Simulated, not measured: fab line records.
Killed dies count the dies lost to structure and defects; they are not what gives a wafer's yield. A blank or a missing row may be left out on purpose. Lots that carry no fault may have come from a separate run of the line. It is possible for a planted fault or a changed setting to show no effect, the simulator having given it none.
Which of the tools did it?	flow n5-finfet	11 lots, 33 wafers sampled, at 5 steps of a route of 1938

== WHAT EACH GAUGE READ, for each wafer ==
The record lacks any reading of a measuring or inspecting step that a usual standard deviation could be used to judge.

== WHICH TOOL RAN EACH LOT (tool, then ch and the chambers of the sampled wafers, then the start) ==
lot	N5_BEOL_M5_VIA_ETCH_34	N5_BEOL_M5_STRIP_91	N5_BEOL_M5_CURE_80	N5_BEOL_M5_PRE_CLEAN_45	N5_PASSIVATION_PROBE_49
L811	rie-diel-03 ch 0,3, day 9 05:48	rie-diel-03 ch 0,3, day 9 06:27 or earlier	uv-cure-02 ch 0, day 9 06:27	pvd-sputter-03, day 9 06:51	prober-01, day 13 03:53
L810	rie-diel-02 ch 0,2,3, day 9 07:32	rie-diel-02 ch 0,2,3, day 9 08:04 or earlier	uv-cure-01 ch 0, day 9 08:04	pvd-sputter-01, day 9 08:20	prober-02, day 13 10:52
L812	rie-diel-03 ch 3, day 9 08:39	rie-diel-03 ch 3, day 9 09:27 or earlier	uv-cure-03 ch 0, day 9 09:27	pvd-sputter-03, day 9 10:37	prober-01, day 13 21:17
L813	rie-diel-02 ch 1,2, day 10 00:07	rie-diel-02 ch 1,2, day 10 00:47 or earlier	uv-cure-01 ch 2, day 10 00:47	pvd-sputter-01, day 10 01:51	prober-02, day 14 07:50
L814	rie-diel-03 ch 0,1,2, day 10 01:58	rie-diel-03 ch 0,1,2, day 10 02:48 or earlier	uv-cure-02 ch 1, day 10 02:48	pvd-sputter-01, day 10 03:40	prober-01, day 14 15:35
L816	rie-diel-05 ch 0,1, day 10 07:29	rie-diel-05 ch 0,1, day 10 08:01 or earlier	uv-cure-03 ch 0, day 10 08:01	pvd-sputter-02, day 10 08:44	prober-01, day 14 13:38
L815	rie-diel-02 ch 1,2, day 10 09:43	rie-diel-02 ch 1,2, day 10 10:09 or earlier	uv-cure-01 ch 1, day 10 10:09	pvd-sputter-03, day 10 10:39	prober-02, day 14 13:35
L818	rie-diel-03 ch 1,2,3, day 10 19:09	rie-diel-03 ch 1,2,3, day 10 19:41 or earlier	uv-cure-02 ch 1, day 10 19:41	pvd-sputter-02, day 10 20:21	prober-01, day 15 01:22
L820	rie-diel-03 ch 0,1,3, day 11 22:08	rie-diel-03 ch 0,1,3, day 11 22:34 or earlier	uv-cure-03 ch 0, day 11 22:34	pvd-sputter-01, day 11 23:05	prober-01, day 15 23:45
L823	rie-diel-02 ch 1,2, day 12 03:54	rie-diel-02 ch 1,2, day 12 04:26 or earlier	uv-cure-02 ch 1, day 12 04:26	pvd-sputter-03, day 12 04:53	prober-02, day 16 10:22
L830	rie-diel-02 ch 0,2, day 13 23:01	rie-diel-02 ch 0,2, day 13 23:28 or earlier	uv-cure-02 ch 0, day 13 23:28	pvd-sputter-02, day 14 00:56	prober-02, day 17 19:46
- N5_BEOL_M5_VIA_ETCH_34: etches SiCOH lowk in C4F6/O2, target depth 88.3 nm, time 39.2 s.
- N5_BEOL_M5_STRIP_91: strips in N2/H2, time 10 s.
- N5_BEOL_M5_CURE_80: cures SiCOH lowk, time 120 s.
- N5_BEOL_M5_PRE_CLEAN_45: time 30 s.
- N5_PASSIVATION_PROBE_49

== AS READ BY THE TOOLS THEMSELVES (means over the sampled wafers that have a number; for cases with no such wafer, the mark the record gives instead) ==
N5_BEOL_M5_VIA_ETCH_34. Usual: bias-w 185.1 W, standard deviation 0.53; drypump-motor-current-A 5.7 A, standard deviation 0.62; oes-product-au 0.79 a.u., standard deviation 0.071; rf-vpp-V 671 V, standard deviation 14; showerhead-plenum-p-Torr 2.83 Torr, standard deviation 0.056; throttle-valve-pct 20.74 %, standard deviation 0.18.
lot	tool	bias-w (W)	drypump-motor-current-A (A)	oes-product-au (a.u.)	rf-vpp-V (V)	showerhead-plenum-p-Torr (Torr)	throttle-valve-pct (%)	flag
L811	rie-diel-03	185.1	5.7	0.83	676	2.79	20.73	
L810	rie-diel-02	185.2	5.8	0.77	682	2.81	20.78	
L812	rie-diel-03	185.0	6.7	0.81	658	2.84	20.52	
L813	rie-diel-02	184.7	6.2	0.73	669	2.81	20.95	
L814	rie-diel-03	185.3	5.3	0.80	677	2.86	20.80	
L816	rie-diel-05	184.6	5.7	0.72	660	2.88	20.69	
L815	rie-diel-02	185.2	6.0	0.76	669	2.78	20.88	
L818	rie-diel-03	185.0	5.7	0.79	668	2.88	20.70	
L820	rie-diel-03	185.5	5.6	0.82	675	2.83	20.69	
L823	rie-diel-02	185.3	5.9	0.75	668	2.78	20.90	
L830	rie-diel-02	185.6	6.1	0.74	674	2.81	20.87	

N5_BEOL_M5_STRIP_91. Usual: drypump-motor-current-A 5.7 A, standard deviation 0.62; oes-product-au 0.79 a.u., standard deviation 0.067; rf-vpp-V 59.2 V, standard deviation 0.9; showerhead-plenum-p-Torr 2.53 Torr, standard deviation 0.056; throttle-valve-pct 23.59 %, standard deviation 0.26.
lot	tool	drypump-motor-current-A (A)	oes-product-au (a.u.)	rf-vpp-V (V)	showerhead-plenum-p-Torr (Torr)	throttle-valve-pct (%)	flag
L811	rie-diel-03	5.8	0.82	59.4	2.50	23.72	
L810	rie-diel-02	5.8	0.78	58.7	2.52	23.69	
L812	rie-diel-03	6.6	0.82	59.0	2.56	23.62	
L813	rie-diel-02	6.2	0.74	59.2	2.49	23.60	
L814	rie-diel-03	5.3	0.80	59.7	2.55	23.55	
L816	rie-diel-05	5.8	0.71	59.4	2.57	23.43	
L815	rie-diel-02	6.0	0.76	58.5	2.47	23.69	
L818	rie-diel-03	5.8	0.79	60.0	2.59	23.50	
L820	rie-diel-03	5.6	0.82	58.1	2.53	23.60	
L823	rie-diel-02	5.9	0.75	58.6	2.46	23.71	
L830	rie-diel-02	6.1	0.73	59.5	2.50	23.51	

N5_BEOL_M5_CURE_80. Usual: lamp-power-pct 52.32 %, standard deviation 0.055; run-length-s 178.1 s, standard deviation 1.3; wafer_temp_C_max 371.8, standard deviation 0.52.
lot	tool	lamp-power-pct (%)	run-length-s (s)	wafer_temp_C_max	flag
L811	uv-cure-02	52.32	177.8	372.1	
L810	uv-cure-01	52.26	177.9	371.8	
L812	uv-cure-03	52.29	177.9	372.0	
L813	uv-cure-01	52.29	178.7	372.4	
L814	uv-cure-02	52.29	180.8	371.8	
L816	uv-cure-03	52.32	181.5	372.5	
L815	uv-cure-01	52.39	177.0	370.9	
L818	uv-cure-02	52.32	180.9	371.9	
L820	uv-cure-03	-	-	-	OFF
L823	uv-cure-02	-	-	-	OFF
L830	uv-cure-02	52.34	178.0	371.9	

N5_BEOL_M5_PRE_CLEAN_45. Usual: heater-power-w reads 326 W (standard deviation 20).
lot	tool	heater-power-w (W)	flag
L811	pvd-sputter-03	338	
L810	pvd-sputter-01	316	
L812	pvd-sputter-03	342	
L813	pvd-sputter-01	316	
L814	pvd-sputter-01	286	
L816	pvd-sputter-02	339	
L815	pvd-sputter-03	337	
L818	pvd-sputter-02	324	
L820	pvd-sputter-01	303	
L823	pvd-sputter-03	338	
L830	pvd-sputter-02	331	

N5_PASSIVATION_PROBE_49. Usual: defect-limited-yield 91.4 %, standard deviation 1.6; killed_at_M0_to_M3 35, standard deviation 10; killed_at_M4_up 12, standard deviation 4.7; killed-at-contacts 12, standard deviation 5.8; killed-at-front-end 38, standard deviation 12; killed-at-other 4, standard deviation 3.2; killed-dies 102, standard deviation 18; killed-open 68, standard deviation 14; killed-short 32, standard deviation 8; sort_bin_4_leakage 0.00 %, standard deviation 0.043; sort_bin_5_function 5.1 %, standard deviation 0.96; sort_bin_6_memory 3.2 %, standard deviation 0.77; sort_bin_8_speed 0.1 %, standard deviation 0.39; sort-n-pass 1078, standard deviation 20; sort-yield-pct 91.3 %, standard deviation 1.7.
lot	tool	defect-limited-yield (%)	killed_at_M0_to_M3	killed_at_M4_up	killed-at-contacts	killed-at-front-end	killed-at-other	killed-dies	killed-open	killed-short	sort_bin_4_leakage (%)	sort_bin_5_function (%)	sort_bin_6_memory (%)	sort_bin_8_speed (%)	sort-n-pass	sort-yield-pct (%)	flag
L811	prober-01	88.8	39	19	14	58	2	132	86	46	0.00	6.1	4.5	0.0	1048	88.8	
L810	prober-02	91.2	34	16	11	35	6	103	64	36	0.00	5.4	3.1	0.1	1076	91.2	
L812	prober-01	91.7	36	9	11	36	6	98	68	29	0.00	4.8	3.1	0.0	1082	91.7	
L813	prober-02	92.4	41	7	9	29	3	89	56	29	0.17	4.4	2.7	0.0	1089	92.3	OFF
L814	prober-01	92.0	44	13	8	25	4	94	66	26	0.00	4.6	2.9	0.0	1086	92.0	
L816	prober-01	93.2	28	9	8	33	3	81	56	24	0.00	4.3	2.3	0.1	1099	93.1	
L815	prober-02	92.0	37	12	6	36	3	94	62	29	0.00	4.5	3.1	0.0	1086	92.0	
L818	prober-01	88.9	56	11	15	49	0	132	85	44	0.00	6.8	3.8	1.2	1034	87.7	
L820	prober-01	92.2	28	12	13	35	3	92	64	27	0.00	5.0	2.5	0.0	1088	92.2	
L823	prober-02	90.5	35	12	14	50	2	112	74	38	0.00	5.6	3.7	0.0	1068	90.5	
L830	prober-02	90.7	34	11	16	47	2	110	74	35	0.00	5.8	3.3	0.0	1070	90.7	

== THE ANSWER, worked out from the rows above alone ==
Rule: take the mean of a lot's wafers that have a number; if it is more than 3 standard deviations from the usual mean, the lot is off. Also off: a lot with no number at a reading for which 4 or more lots have one. All remaining lots with rows at the step are treated as sound. First the gauges in route order, then the tools' own readings, where a lot's mean is used as printed above. At the first step where some lot is off, the reading lying furthest off is the one used; lots without a number count as furthest.
Off, at N5_BEOL_M5_CURE_80 on lamp-power-pct: L820, L823. Without a number there: L820, L823.
If a tool, at that step or one of the process steps before it, ran each lot that is off and ran no sound lot following the first of them, it fits. With no start given for some of its lots, N5_BEOL_M5_STRIP_91 uses the hours and lot order of N5_BEOL_M5_CURE_80. Of those tried, none fits.

== WHAT HAD BEEN PUT IN BY THE SIMULATOR ==
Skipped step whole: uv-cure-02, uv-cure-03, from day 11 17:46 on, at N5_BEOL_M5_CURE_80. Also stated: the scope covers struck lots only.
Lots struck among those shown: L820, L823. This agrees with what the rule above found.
